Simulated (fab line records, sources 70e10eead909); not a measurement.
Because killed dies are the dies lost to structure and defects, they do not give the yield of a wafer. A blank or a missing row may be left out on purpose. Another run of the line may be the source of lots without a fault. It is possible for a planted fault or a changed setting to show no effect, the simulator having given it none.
fab line records	flow nandHarc
record lots=24	wafers=72	lastDay=33
route steps=1302 shown A_CHANNEL_HOLE_D2@593 A_CHANNEL_FILL_D2@613 A_STAIRCASE@652
lots that met no fault: from a run of the same line without faults
startH: hours from the record's opening day to when the first of the lot's shown wafers began	waitH: how many hours have passed since the lot's step before this one	" the same as in the row above	L1.1+2: several wafers, shown together as one row	- value missing, or start not given	* or withheld: withheld	< > ~ a bound
route shown NAME@n: NAME is a module with steps in the file, n the number in the route of the first one	usual: the fault-free wafers' mean and standard deviation	same: alike in all rows	chamber/n: place in a boat	sites: readings site by site	_std_site: standard deviation of those values	_edge_site: outer sites' mean less inner sites'	radiusMm: for every site, how far away it sits from the centre of the wafer	mask NAME#n: copy n	behind: tool/chamber where the wafer was last shaped	hold: the reason the lot was held/the length of the hold in hours/how it ended	device: which transistor (n, p or np) failed to switch	end of line: the same wafers' tests at the end of the route	a step without rows: its recipe alone	killed: count of dies lost to structure and defects at first sort (not the wafer's yield)	map: the dies of a wafer, with x for killed, . for not killed, _ for no die there
set.NAME: the setting the step ran with; set.NAME@STEP: the setting that earlier step ran with	model.NAME: the simulator's own value behind a step, which no gauge read
the route's steps for a sample of lots (tables are steps, rows are wafers)
services: when a tool's chamber went out of use (startH, in hours from the record's first day, below 0 if earlier), for how many hours, and the reason
## steps
# step NHARC_A_CHANNEL_HOLE_D2_ETCH_21
# recipe biasV=3000	sourceW=withheld	pressureMtorr=20	timeS=514.3	arFlowSccm=375	c4f8FlowSccm=89.3	o2FlowSccm=35.7	tempC=-20	targetDepthA=16000	chemistry=C4F8/O2/Ar
# usual drypumpMotorCurrentA=5.6/0.49	heBacksideLeakSccm=6.3/0.67	showerheadPlenumPTorr=3.63/0.11	throttleValvePct=32.155/0.0092
lot.wafer	tool	chamber	startH	waitH	drypumpMotorCurrentA	heBacksideLeakSccm	rfHoursCounterH	showerheadPlenumPTorr	throttleValvePct
L074.1	harEtch-02	1	298.91	0.3	5.1	6.4	348	3.74	32.150
L074.3	"	1	"	"	5.1	6.3	-	3.74	32.166
L074.5	"	1	"	"	5.1	6.4	-	3.74	32.157
L075.1	harEtch-01	1	308.52	0.3	5.3	6.7	161	3.49	32.159
L075.4	"	1	"	"	5.3	6.9	-	3.49	32.161
L075.5	"	1	"	"	5.3	6.9	-	3.49	32.156
L076.2	harEtch-02	0	314.32	0.3	5.8	7.0	374	3.72	32.150
L076.4	"	0	"	"	5.8	7.0	-	3.72	32.167
L076.6	"	0	"	"	5.8	7.0	-	3.72	32.160
L077.4	harEtch-02	0	321.80	0.3	5.8	6.9	-	3.72	32.162
L077.5	"	1	"	"	5.1	6.8	-	3.73	32.149
L077.6	"	0	"	"	5.8	7.0	-	3.72	32.150
L079.3	harEtch-01	0	330.02	0.3	6.4	5.8	-	3.69	32.151
L079.5	"	1	"	"	5.3	6.6	-	3.49	32.148
L079.6	"	0	"	"	6.4	5.6	-	3.69	32.150
L078.1	harEtch-02	0	330.81	0.3	5.8	7.1	386	3.72	32.153
L078.3	"	1	"	"	5.1	7.1	-	3.73	32.168
L078.6	"	0	"	"	5.7	6.9	-	3.72	32.154
L080.1	harEtch-02	0	345.77	0.3	5.7	7.2	393	3.71	32.159
L080.2	"	1	"	"	5.2	6.9	378	3.72	32.135
L080.3	"	0	"	"	5.8	6.9	-	3.71	32.157
L081.2	harEtch-02	1	362.35	0.3	5.1	6.5	386	3.72	32.144
L081.4	"	1	"	"	5.1	6.6	-	3.72	32.148
L081.5	"	0	"	"	5.7	7.3	-	3.71	32.157
L082.2	harEtch-01	1	379.69	0.3	5.3	6.8	199	3.47	32.147
L082.6	"	0	"	"	6.4	5.6	-	3.67	32.166
L082.5	"	1	"	"	5.3	6.6	-	3.47	32.160
L083.2	harEtch-02	0	398.17	0.3	5.7	5.4	4	3.70	32.156
L083.1	"	1	"	"	5.2	5.6	4	3.71	32.159
L083.5	"	0	"	"	5.7	5.5	-	3.70	32.154
L085.2	harEtch-02	0	403.26	0.3	5.8	5.6	8	3.70	32.157
L085.1	"	1	"	"	5.1	5.5	8	3.71	32.143
L085.3	"	1	"	"	5.1	5.6	-	3.71	32.177
L084.4	harEtch-01	0	403.93	0.3	6.4	5.7	-	3.66	32.162
L084.3	"	1	"	"	5.3	6.8	-	3.46	32.151
L084.5	"	0	"	"	6.5	5.8	-	3.66	32.163
L086.1	harEtch-01	1	409.93	0.3	5.3	7.2	226	3.46	32.146
L086.3	"	0	"	"	6.4	6.1	-	3.66	32.154
L086.4	"	1	"	"	5.3	7.2	-	3.46	32.159
L087.2	harEtch-02	1	437.64	0.3	5.2	5.4	27	3.70	32.158
L087.3	"	0	"	"	5.7	5.5	-	3.69	32.162
L087.5	"	1	"	"	5.1	5.1	-	3.70	32.154
L088.1	harEtch-01	1	439.60	0.3	5.3	6.9	241	3.45	32.148
L088.4	"	1	"	"	5.3	6.8	-	3.45	32.143
L088.5	"	1	"	"	5.3	7.0	-	3.45	32.145
L089.2	harEtch-01	1	454.75	0.3	5.3	6.9	245	3.45	32.152
L089.4	"	0	"	"	6.4	5.8	-	3.65	32.163
L089.5	"	1	"	"	5.3	7.0	-	3.45	32.165
L091.2	harEtch-02	1	465.36	0.3	5.1	5.5	42	3.69	32.162
L091.4	"	0	"	"	5.8	5.5	-	3.68	32.156
L091.5	"	1	"	"	5.1	5.6	-	3.69	32.160
L090.4	harEtch-01	0	467.09	0.3	6.4	6.0	-	3.64	32.156
L090.6	"	1	"	"	5.3	7.2	-	3.44	32.149
L090.5	"	0	"	"	6.4	6.0	-	3.64	32.158
L092.2	harEtch-01	0	471.05	0.3	6.4	5.9	260	3.64	32.155
L092.1	"	1	"	"	5.3	7.1	260	3.44	32.163
L092.3	"	0	"	"	6.4	6.1	-	3.64	32.155
L093.4	harEtch-02	1	482.45	0.3	5.2	5.5	-	3.68	32.191
L093.3	"	0	"	"	5.8	5.8	-	3.67	32.156
L093.6	"	0	"	"	5.8	5.8	-	3.67	32.137
L094.2	harEtch-01	0	494.58	0.3	6.4	5.9	275	3.63	32.169
L094.6	"	1	"	"	5.3	7.0	-	3.43	32.158
L094.5	"	0	"	"	6.4	6.0	-	3.63	32.167
L095.2	harEtch-02	0	507.99	0.3	5.8	5.8	73	3.67	32.152
L095.4	"	1	"	"	5.1	5.5	-	3.67	32.150
L095.5	"	0	"	"	5.8	5.7	-	3.66	32.168
L096.1	harEtch-01	0	510.06	0.3	6.4	5.9	287	3.63	32.146
L096.4	"	1	"	"	5.3	7.4	-	3.43	32.155
L096.3	"	0	"	"	6.4	6.0	-	3.63	32.144
L097.2	harEtch-01	1	531.55	0.3	5.3	7.4	295	3.42	32.151
L097.4	"	0	"	"	6.4	6.1	-	3.62	32.148
L097.6	"	0	"	"	6.4	6.1	-	3.62	32.155
# step NHARC_A_CHANNEL_HOLE_D2_ETCH_26
# recipe biasV=300	sourceW=2000	pressureMtorr=30	timeS=224.1	arFlowSccm=375	c4f8FlowSccm=11.4	o2FlowSccm=113.6	tempC=-20	targetDepthA=3000	chemistry=C4F8/O2/Ar
# usual drypumpMotorCurrentA=5.6/0.5	heBacksideLeakSccm=6.4/0.68	showerheadPlenumPTorr=3.67/0.11	throttleValvePct=24.585/0.0088
lot.wafer	tool	chamber	startH	waitH	drypumpMotorCurrentA	heBacksideLeakSccm	rfHoursCounterH	showerheadPlenumPTorr	throttleValvePct
L074.1	harEtch-02	1	302.23	0.6	5.1	6.3	351	3.78	24.588
L074.3	"	1	"	"	5.1	6.5	-	3.78	24.567
L074.5	"	1	"	"	5.1	6.9	-	3.78	24.588
L075.1	harEtch-01	1	311.89	0.7	5.3	6.8	164	3.53	24.593
L075.4	"	1	"	"	5.3	6.6	-	3.53	24.593
L075.5	"	1	"	"	5.3	6.6	-	3.53	24.576
L076.2	harEtch-02	0	317.64	0.6	5.8	7.3	377	3.77	24.581
L076.4	"	0	"	"	5.8	7.2	-	3.77	24.567
L076.6	"	0	"	"	5.8	6.9	-	3.77	24.602
L077.4	harEtch-02	0	325.06	0.4	5.8	7.2	-	3.77	24.595
L077.5	"	1	"	"	5.1	6.4	-	3.78	24.585
L077.6	"	0	"	"	5.8	6.4	-	3.77	24.571
L079.3	harEtch-01	0	333.25	0.4	6.4	5.5	-	3.73	24.585
L079.5	"	1	"	"	5.3	6.8	-	3.52	24.584
L079.6	"	0	"	"	6.4	5.6	-	3.73	24.571
L078.1	harEtch-02	0	334.17	0.7	5.8	7.2	389	3.76	24.584
L078.3	"	1	"	"	5.1	6.9	-	3.77	24.587
L078.6	"	0	"	"	5.8	7.0	-	3.76	24.577
L080.1	harEtch-02	0	349.12	0.7	5.8	6.9	397	3.76	24.588
L080.2	"	1	"	"	5.1	7.5	381	3.77	24.576
L080.3	"	0	"	"	5.7	6.9	-	3.76	24.584
L081.2	harEtch-02	1	365.71	0.7	5.1	6.9	389	3.76	24.573
L081.4	"	1	"	"	5.1	7.0	-	3.76	24.585
L081.5	"	0	"	"	5.8	7.3	-	3.75	24.613
L082.2	harEtch-01	1	383.01	0.6	5.3	7.0	202	3.51	24.579
L082.6	"	0	"	"	6.4	5.6	-	3.72	24.596
L082.5	"	1	"	"	5.3	6.8	-	3.51	24.592
L083.2	harEtch-02	0	401.53	0.7	5.8	5.9	7	3.75	24.583
L083.1	"	1	"	"	5.1	5.8	7	3.76	24.588
L083.5	"	0	"	"	5.8	5.7	-	3.75	24.581
L085.2	harEtch-02	0	406.60	0.7	5.8	5.9	11	3.74	24.583
L085.1	"	1	"	"	5.1	5.5	11	3.75	24.593
L085.3	"	1	"	"	5.1	5.6	-	3.75	24.579
L084.4	harEtch-01	0	407.22	0.5	6.4	5.8	-	3.70	24.577
L084.3	"	1	"	"	5.3	7.0	-	3.49	24.578
L084.5	"	0	"	"	6.4	6.0	-	3.70	24.579
L086.1	harEtch-01	1	413.26	0.6	5.3	7.1	229	3.49	24.582
L086.3	"	0	"	"	6.4	6.0	-	3.70	24.569
L086.4	"	1	"	"	5.3	7.2	-	3.49	24.574
L087.2	harEtch-02	1	440.98	0.7	5.1	5.8	30	3.74	24.584
L087.3	"	0	"	"	5.8	5.9	-	3.73	24.587
L087.5	"	1	"	"	5.1	5.6	-	3.74	24.589
L088.1	harEtch-01	1	442.96	0.7	5.3	7.0	244	3.48	24.593
L088.4	"	1	"	"	5.3	7.1	-	3.48	24.593
L088.5	"	1	"	"	5.3	7.1	-	3.48	24.581
L089.2	harEtch-01	1	458.05	0.6	5.3	7.4	248	3.48	24.573
L089.4	"	0	"	"	6.4	6.0	-	3.69	24.579
L089.5	"	1	"	"	5.3	7.3	-	3.48	24.584
L091.2	harEtch-02	1	468.73	0.7	5.1	5.2	46	3.73	24.572
L091.4	"	0	"	"	5.8	5.6	-	3.72	24.582
L091.5	"	1	"	"	5.1	5.6	-	3.73	24.582
L090.4	harEtch-01	0	470.33	0.4	6.4	5.7	-	3.68	24.580
L090.6	"	1	"	"	5.3	7.2	-	3.47	24.577
L090.5	"	0	"	"	6.4	5.8	-	3.68	24.589
L092.2	harEtch-01	0	474.41	0.7	6.4	6.0	264	3.68	24.591
L092.1	"	1	"	"	5.3	7.3	264	3.47	24.582
L092.3	"	0	"	"	6.4	5.9	-	3.68	24.578
L093.4	harEtch-02	1	485.71	0.5	5.1	5.5	-	3.72	24.588
L093.3	"	0	"	"	5.8	6.0	-	3.72	24.581
L093.6	"	0	"	"	5.8	5.8	-	3.72	24.595
L094.2	harEtch-01	0	497.87	0.6	6.4	6.1	279	3.67	24.585
L094.6	"	1	"	"	5.3	7.3	-	3.46	24.596
L094.5	"	0	"	"	6.5	5.9	-	3.67	24.587
L095.2	harEtch-02	0	511.31	0.6	5.8	5.8	76	3.71	24.593
L095.4	"	1	"	"	5.1	5.4	-	3.72	24.573
L095.5	"	0	"	"	5.8	5.6	-	3.71	24.605
L096.1	harEtch-01	0	513.37	0.6	6.4	5.9	290	3.67	24.593
L096.4	"	1	"	"	5.3	7.1	-	3.46	24.591
L096.3	"	0	"	"	6.4	5.9	-	3.67	24.579
L097.2	harEtch-01	1	534.91	0.7	5.3	7.5	298	3.45	24.572
L097.4	"	0	"	"	6.4	6.3	-	3.66	24.587
L097.6	"	0	"	"	6.4	6.2	-	3.66	24.588
# step NHARC_A_CHANNEL_HOLE_D2_CD_MEAS_31
# usual cdNm=89.9/1
lot.wafer	tool	chamber	startH	waitH	cdNm
L074.1	cdSem-01	-	303.94	-	88.1
L074.3	"	-	"	"	88.9
L074.5	"	-	"	"	90.5
L075.1	cdSem-02	-	313.64	-	90.0
L075.4	"	-	"	"	89.3
L075.5	"	-	"	"	89.2
L076.2	cdSem-02	-	319.35	-	90.0
L076.4	"	-	"	"	90.5
L076.6	"	-	"	"	91.1
L077.4	cdSem-03	-	326.70	-	88.4
L077.5	"	-	"	"	89.7
L077.6	"	-	"	"	89.0
L079.3	cdSem-02	-	334.90	-	89.3
L079.5	"	-	"	"	88.3
L079.6	"	-	"	"	90.4
L078.1	cdSem-01	-	335.90	-	89.6
L078.3	"	-	"	"	91.2
L078.6	"	-	"	"	90.4
L080.1	cdSem-01	-	350.86	-	90.0
L080.2	"	-	"	"	90.1
L080.3	"	-	"	"	91.1
L081.2	cdSem-03	-	367.49	0.1	89.8
L081.4	"	-	"	"	89.9
L081.5	"	-	"	"	90.5
L082.2	cdSem-01	-	384.73	-	89.6
L082.5	"	-	"	"	89.5
L082.6	"	-	"	"	90.6
L083.1	cdSem-03	-	403.55	-	90.7
L083.2	"	-	"	"	90.1
L083.5	"	-	"	"	90.5
L085.1	cdSem-03	-	408.34	-	89.2
L085.2	"	-	"	"	90.6
L085.3	"	-	"	"	90.5
L084.3	cdSem-02	-	408.91	-	89.9
L084.4	"	-	"	"	90.9
L084.5	"	-	"	"	89.9
L086.1	cdSem-03	-	414.98	-	91.5
L086.3	"	-	"	"	89.0
L086.4	"	-	"	"	90.1
L087.2	cdSem-02	-	442.72	-	90.1
L087.3	"	-	"	"	91.1
L087.5	"	-	"	"	90.4
L088.1	cdSem-02	-	444.71	-	90.8
L088.4	"	-	"	"	89.5
L088.5	"	-	"	"	88.9
L089.2	cdSem-02	-	459.76	-	90.9
L089.4	"	-	"	"	89.0
L089.5	"	-	"	"	89.7
L091.2	cdSem-03	-	470.48	-	90.4
L091.4	"	-	"	"	90.5
L091.5	"	-	"	"	92.1
L090.4	cdSem-03	-	471.99	-	89.6
L090.5	"	-	"	"	91.3
L090.6	"	-	"	"	88.5
L092.1	cdSem-01	-	476.14	-	89.1
L092.2	"	-	"	"	89.2
L092.3	"	-	"	"	89.4
L093.3	cdSem-01	-	487.38	-	89.7
L093.4	"	-	"	"	91.2
L093.6	"	-	"	"	89.2
L094.2	cdSem-01	-	499.61	0.1	89.4
L094.5	"	-	"	"	89.7
L094.6	"	-	"	"	90.3
L095.2	cdSem-03	-	513.17	-	90.5
L095.4	"	-	"	"	88.6
L095.5	"	-	"	"	90.4
L096.1	cdSem-02	-	515.24	-	88.1
L096.3	"	-	"	"	91.1
L096.4	"	-	"	"	88.4
L097.2	cdSem-03	-	536.66	-	88.4
L097.4	"	-	"	"	90.4
L097.6	"	-	"	"	89.9
# step NHARC_A_CHANNEL_FILL_D2_ALD_03
# recipe targetThkA=60	pulseTimeS=60	aldCycles=58	tempC=630	pressureTorr=2	material=SiNx
# usual precursorPulseHeightRel=0.998/0.022
lot.wafer	tool	chamber	startH	waitH	precursorPulseHeightRel
L074.1	aldSinBatch-01	0	-	-	0.995
L074.3	"	0	"	"	0.997
L074.5	"	0	"	"	1.008
L075.1	aldSinBatch-02	0	-	-	1.001
L075.4	"	0	"	"	0.999
L075.5	"	0	"	"	0.983
L076.2	aldSinBatch-01	0	-	-	0.983
L076.4	"	0	"	"	0.994
L076.6	"	0	"	"	1.020
L077.4	aldSinBatch-03	0	-	-	1.059
L077.5	"	0	"	"	1.023
L077.6	"	0	"	"	0.997
L078.1	aldSinBatch-01	0	-	-	1.033
L078.3	"	0	"	"	1.019
L078.6	"	0	"	"	0.991
L079.3	aldSinBatch-01	0	-	-	0.967
L079.5	"	0	"	"	0.978
L079.6	"	0	"	"	0.985
L080.1	aldSinBatch-01	0	-	-	1.007
L080.2	"	0	"	"	0.967
L080.3	"	0	"	"	0.993
L081.2	aldSinBatch-03	0	-	-	0.974
L081.4	"	0	"	"	1.022
L081.5	"	0	"	"	1.025
L082.2	aldSinBatch-02	0	-	-	0.956
L082.5	"	0	"	"	1.043
L082.6	"	0	"	"	0.996
L083.1	aldSinBatch-01	0	-	-	0.983
L083.2	"	0	"	"	0.994
L083.5	"	0	"	"	0.977
L084.3	aldSinBatch-02	0	-	-	0.989
L084.4	"	0	"	"	0.973
L084.5	"	0	"	"	0.993
L085.1	aldSinBatch-02	0	-	-	0.995
L085.2	"	0	"	"	0.978
L085.3	"	0	"	"	0.976
L086.1	aldSinBatch-01	0	-	-	0.996
L086.3	"	0	"	"	1.035
L086.4	"	0	"	"	0.977
L087.2	aldSinBatch-02	0	-	-	0.986
L087.3	"	0	"	"	0.962
L087.5	"	0	"	"	1.023
L088.1	aldSinBatch-02	0	-	-	1.002
L088.4	"	0	"	"	1.004
L088.5	"	0	"	"	0.956
L089.2	aldSinBatch-01	0	-	-	0.974
L089.4	"	0	"	"	1.016
L089.5	"	0	"	"	0.998
L090.4	aldSinBatch-03	0	-	-	0.975
L090.5	"	0	"	"	0.969
L090.6	"	0	"	"	1.016
L091.2	aldSinBatch-03	0	-	-	1.018
L091.4	"	0	"	"	1.002
L091.5	"	0	"	"	0.986
L092.1	aldSinBatch-01	0	-	-	0.978
L092.2	"	0	"	"	1.012
L092.3	"	0	"	"	0.986
L093.3	aldSinBatch-01	0	-	-	0.965
L093.4	"	0	"	"	0.974
L093.6	"	0	"	"	0.987
L094.2	aldSinBatch-01	0	-	-	0.964
L094.5	"	0	"	"	1.029
L094.6	"	0	"	"	1.019
L095.2	aldSinBatch-03	0	-	-	0.994
L095.4	"	0	"	"	1.030
L095.5	"	0	"	"	1.023
L096.1	aldSinBatch-03	0	-	-	0.990
L096.3	"	0	"	"	0.993
L096.4	"	0	"	"	0.980
L097.2	aldSinBatch-01	0	-	-	1.033
L097.4	"	0	"	"	0.978
L097.6	"	0	"	"	0.995
# step NHARC_A_CHANNEL_FILL_D2_ETCHBACK_08
# recipe targetDepthA=2200	timeS=110	c4f8FlowSccm=20	arFlowSccm=withheld	rfW=600	biasW=300	chemistry=C4F8
# usual oesProductAu=0.95/0.034	rfVppV=440.9/2.6
lot.wafer	tool	chamber	startH	waitH	oesProductAu	rfHoursCounterH	rfVppV
L074.1	rieDiel-05	1	-	-	0.92	2.8	440.7
L074.3	"	3	"	"	0.93	2.3	445.2
L074.5	"	1	"	"	0.92	-	439.0
L075.1	rieDiel-05	3	-	-	0.99	2.4	445.4
L075.4	"	0	"	"	1.02	2.7	441.3
L075.5	"	2	"	"	1.00	-	438.6
L076.2	rieDiel-12	2	-	-	0.93	2.8	437.9
L076.4	"	3	"	"	0.93	2.8	444.1
L076.6	"	3	"	"	0.93	-	442.8
L077.4	rieDiel-05	0	-	-	0.93	3.1	443.2
L077.6	"	2	"	"	0.91	-	436.4
L077.5	"	3	"	"	0.91	-	444.4
L078.3	rieDiel-05	1	-	-	0.99	3.3	439.7
L078.1	"	2	"	"	0.99	3.1	437.0
L078.6	"	0	"	"	1.00	-	442.9
L079.3	rieDiel-05	3	-	-	1.00	2.9	445.2
L079.6	"	2	"	"	0.99	-	439.0
L079.5	"	3	"	"	1.00	-	445.4
L080.2	rieDiel-05	0	-	-	0.96	3.6	442.5
L080.1	"	1	"	"	0.97	3.7	439.5
L080.3	"	3	"	"	0.97	3.3	444.4
L081.2	rieDiel-12	1	-	-	0.93	4.6	440.3
L081.4	"	1	"	"	0.93	-	440.7
L081.5	"	1	"	"	0.93	-	441.4
L082.2	rieDiel-12	0	-	-	0.94	4.4	440.4
L082.5	"	3	"	"	0.93	-	442.9
L082.6	"	0	"	"	0.93	-	440.1
L083.1	rieDiel-05	0	-	-	0.93	1.2	442.0
L083.2	"	2	"	"	0.93	1.1	435.9
L083.5	"	1	"	"	0.93	-	439.1
L085.1	rieDiel-05	0	-	-	0.93	1.4	441.2
L085.2	"	1	"	"	0.93	1.3	439.5
L085.3	"	2	"	"	0.92	1.2	438.1
L084.3	rieDiel-12	0	-	-	1.01	0.0	439.7
L084.4	"	3	"	"	1.00	0.0	443.2
L084.5	"	0	"	"	1.01	-	439.3
L086.1	rieDiel-05	0	-	-	1.00	1.5	442.0
L086.3	"	2	"	"	1.00	1.3	438.5
L086.4	"	3	"	"	1.01	1.4	445.5
L088.1	rieDiel-05	0	-	-	0.93	2.4	442.8
L088.4	"	2	"	"	0.93	2.3	437.6
L088.5	"	0	"	"	0.93	-	441.2
L087.3	rieDiel-12	3	-	-	0.93	1.2	442.6
L087.2	"	1	"	"	0.91	1.3	439.7
L087.5	"	3	"	"	0.92	-	444.1
L089.2	rieDiel-05	0	-	-	1.00	3.1	442.6
L089.4	"	1	"	"	1.01	2.9	438.7
L089.5	"	3	"	"	1.00	-	445.2
L091.4	rieDiel-12	3	-	-	0.92	2.0	443.6
L091.2	"	0	"	"	0.95	2.3	439.8
L091.5	"	3	"	"	0.92	-	445.6
L090.4	rieDiel-05	3	-	-	0.93	3.6	446.0
L090.6	"	0	"	"	0.91	-	442.8
L090.5	"	1	"	"	0.93	-	440.8
L092.3	rieDiel-05	0	-	-	0.92	3.8	442.7
L092.2	"	1	"	"	0.94	3.5	438.9
L092.1	"	2	"	"	0.92	3.5	438.5
L093.3	rieDiel-12	0	-	-	0.94	2.5	439.1
L093.4	"	2	"	"	0.92	2.0	439.1
L093.6	"	0	"	"	0.95	-	439.4
L094.2	rieDiel-05	0	-	-	0.91	4.8	442.0
L094.6	"	3	"	"	0.92	-	446.8
L094.5	"	0	"	"	0.92	-	441.6
L096.1	rieDiel-05	0	-	-	1.00	5.3	442.3
L096.4	"	1	"	"	1.00	4.9	439.9
L096.3	"	3	"	"	0.99	5.1	445.1
L095.2	rieDiel-12	3	-	-	0.96	3.0	443.9
L095.4	"	1	"	"	0.96	3.0	440.0
L095.5	"	3	"	"	0.98	-	443.4
L097.4	rieDiel-12	0	-	-	0.95	3.7	440.0
L097.2	"	1	"	"	0.92	3.5	440.3
L097.6	"	0	"	"	0.94	-	439.2
# step NHARC_A_STAIRCASE_ETCH_170
# recipe targetDepthA=2000	timeS=66.667	ionEnergyEv=250	c4f6FlowSccm=25	o2FlowSccm=20	arFlowSccm=500	rfW=600	biasW=500	chemistry=C4F6/O2
# usual drypumpMotorCurrentA=5.4/0.5	oesProductAu=0.976/0.011	rfVppV=546/3.6	showerheadPlenumPTorr=3.86/0.17	throttleValvePct=26.903/0.0088
lot.wafer	tool	chamber	startH	waitH	drypumpMotorCurrentA	oesProductAu	rfHoursCounterH	rfVppV	showerheadPlenumPTorr	throttleValvePct
L074.3	rieDiel-06	0	-	-	5.7	0.979	12	543	3.68	26.916
L074.1	"	3	"	"	5.0	0.985	13	542	3.71	26.896
L074.5	"	1	"	"	5.1	0.979	-	551	4.19	26.895
L075.4	rieDiel-01	3	-	-	5.3	1.000	54	544	3.78	26.899
L075.1	"	0	"	"	6.0	0.979	50	547	3.90	26.882
L075.5	"	1	"	"	6.3	0.969	-	543	3.77	26.917
L076.4	rieDiel-08	2	-	-	4.8	0.983	53	543	3.76	26.906
L076.2	"	0	"	"	5.1	0.977	54	543	3.79	26.915
L076.6	"	1	"	"	4.9	0.989	-	548	3.94	26.902
L077.4	rieDiel-06	0	-	-	5.6	0.980	19	541	3.68	26.914
L077.5	"	3	"	"	5.0	0.990	-	542	3.70	26.900
L077.6	"	0	"	"	5.7	0.971	-	542	3.68	26.898
L078.3	rieDiel-06	1	-	-	5.1	0.970	23	552	4.18	26.894
L078.1	"	3	"	"	5.0	0.998	24	541	3.70	26.892
L078.6	"	1	"	"	5.2	0.975	-	551	4.18	26.914
L079.3	rieDiel-08	1	-	-	4.9	0.987	1	548	3.94	26.886
L079.6	"	0	"	"	5.1	0.994	-	545	3.79	26.885
L079.5	"	1	"	"	4.9	0.991	-	548	3.94	26.899
L080.3	rieDiel-01	1	-	-	6.2	0.985	6	543	3.76	26.900
L080.1	"	3	"	"	5.4	0.997	6	546	3.78	26.915
L080.2	"	0	"	"	6.0	0.977	6	546	3.89	26.908
L081.4	rieDiel-01	3	-	-	5.3	0.988	12	543	3.77	26.899
L081.2	"	2	"	"	6.1	0.957	7	548	4.01	26.906
L081.5	"	0	"	"	6.0	0.988	-	546	3.89	26.914
L082.2	rieDiel-08	3	-	-	5.2	0.976	11	553	4.19	26.904
L082.5	"	2	"	"	4.8	0.963	-	543	3.75	26.899
L082.6	"	3	"	"	5.2	0.977	-	553	4.19	26.895
L083.2	rieDiel-08	3	-	-	5.2	0.956	20	553	4.18	26.895
L083.1	"	0	"	"	5.1	0.957	25	544	3.77	26.883
L083.5	"	3	"	"	5.2	0.966	-	552	4.18	26.888
L085.2	rieDiel-01	0	-	-	6.0	0.976	19	547	3.88	26.896
L085.3	"	1	"	"	6.3	0.981	21	544	3.76	26.900
L085.1	"	2	"	"	6.1	0.970	14	548	4.00	26.898
L084.4	rieDiel-06	0	-	-	5.7	0.980	49	541	3.66	26.892
L084.3	"	2	"	"	4.8	0.974	51	542	3.65	26.908
L084.5	"	0	"	"	5.7	0.980	-	541	3.66	26.910
L086.1	rieDiel-08	0	-	-	5.1	0.977	29	543	3.77	26.893
L086.3	"	3	"	"	5.2	0.966	27	552	4.18	26.899
L086.4	"	0	"	"	5.1	0.974	-	545	3.77	26.910
L088.1	rieDiel-06	0	-	-	5.7	0.974	0	552	4.23	26.907
L088.4	"	2	"	"	4.8	0.987	0	553	4.23	26.923
L088.5	"	3	"	"	5.0	0.976	-	542	3.68	26.911
L087.2	rieDiel-08	1	-	-	5.0	0.970	41	546	3.92	26.901
L087.3	"	2	"	"	4.8	0.968	53	543	3.73	26.912
L087.5	"	3	"	"	5.1	0.992	-	552	4.17	26.900
L089.4	rieDiel-01	2	-	-	6.1	0.961	27	548	3.99	26.899
L089.2	"	0	"	"	6.0	0.965	34	547	3.87	26.888
L089.5	"	1	"	"	6.3	0.968	-	543	3.75	26.885
L091.2	rieDiel-08	1	-	-	4.9	0.978	49	544	3.91	26.922
L091.4	"	1	"	"	4.9	0.979	-	547	3.91	26.908
L091.5	"	0	"	"	5.1	0.980	-	544	3.76	26.920
L090.4	rieDiel-01	1	-	-	6.2	0.993	42	544	3.74	26.920
L090.6	"	3	"	"	5.3	0.984	-	543	3.76	26.919
L090.5	"	0	"	"	6.0	0.992	-	547	3.87	26.896
L092.1	rieDiel-01	1	-	-	6.3	0.979	43	543	3.74	26.895
L092.2	"	3	"	"	5.4	0.965	37	543	3.76	26.903
L092.3	"	0	"	"	6.0	0.981	42	546	3.87	26.900
L093.4	rieDiel-01	2	-	-	6.1	0.954	37	550	3.99	26.895
L093.3	"	3	"	"	5.3	0.974	41	544	3.76	26.918
L093.6	"	3	"	"	5.3	0.978	-	544	3.76	26.906
L094.2	rieDiel-01	1	-	-	6.3	0.964	55	542	3.74	26.905
L094.6	"	2	"	"	6.0	0.936	-	549	3.99	26.913
L094.5	"	3	"	"	5.4	0.981	-	544	3.75	26.910
L096.3	rieDiel-08	0	-	-	5.1	0.983	2	542	3.76	26.921
L096.1	"	2	"	"	4.8	0.975	2	543	3.72	26.904
L096.4	"	3	"	"	5.2	0.976	2	550	4.16	26.902
L095.4	rieDiel-08	1	-	-	4.9	0.965	2	546	3.90	26.908
L095.2	"	2	"	"	4.8	0.991	2	542	3.72	26.909
L095.5	"	0	"	"	5.1	0.958	-	544	3.76	26.894
L097.4	rieDiel-08	1	-	-	4.9	0.977	7	546	3.90	26.904
L097.2	"	2	"	"	4.8	0.974	7	543	3.72	26.908
L097.6	"	2	"	"	4.9	0.972	-	543	3.72	26.916
## services
tool	chamber	startH	hours	kind
rieDiel-05	3	275.40	5.8	repair
rieDiel-01	2	290.69	1.6	repair
rieDiel-12	1	324.50	12.4	repair
rieDiel-12	-	339.68	0.1	repair
rieDiel-08	3	362.54	5.3	repair
rieDiel-08	-	370.30	9.0	pm
harEtch-02	-	377.00	17.0	pm
rieDiel-01	-	380.84	9.0	pm
rieDiel-12	3	395.09	30.6	repair
rieDiel-12	0	398.07	16.8	repair
rieDiel-05	1	399.25	2.2	repair
rieDiel-12	-	400.19	2.7	repair
rieDiel-05	-	406.69	9.0	pm
rieDiel-12	-	445.40	9.0	pm
rieDiel-08	3	484.52	13.7	repair
rieDiel-05	1	497.84	1.8	repair
rieDiel-08	0	500.86	19.0	repair
harEtch-01	-	502.19	0.3	repair
aldSinBatch-01	-	508.17	26.0	pm
rieDiel-08	3	522.70	4.1	repair
harEtch-01	-	523.64	1.3	repair
rieDiel-08	-	547.30	9.0	pm
rieDiel-01	-	557.91	9.0	pm
rieDiel-05	-	583.69	9.0	pm
## key
fault none
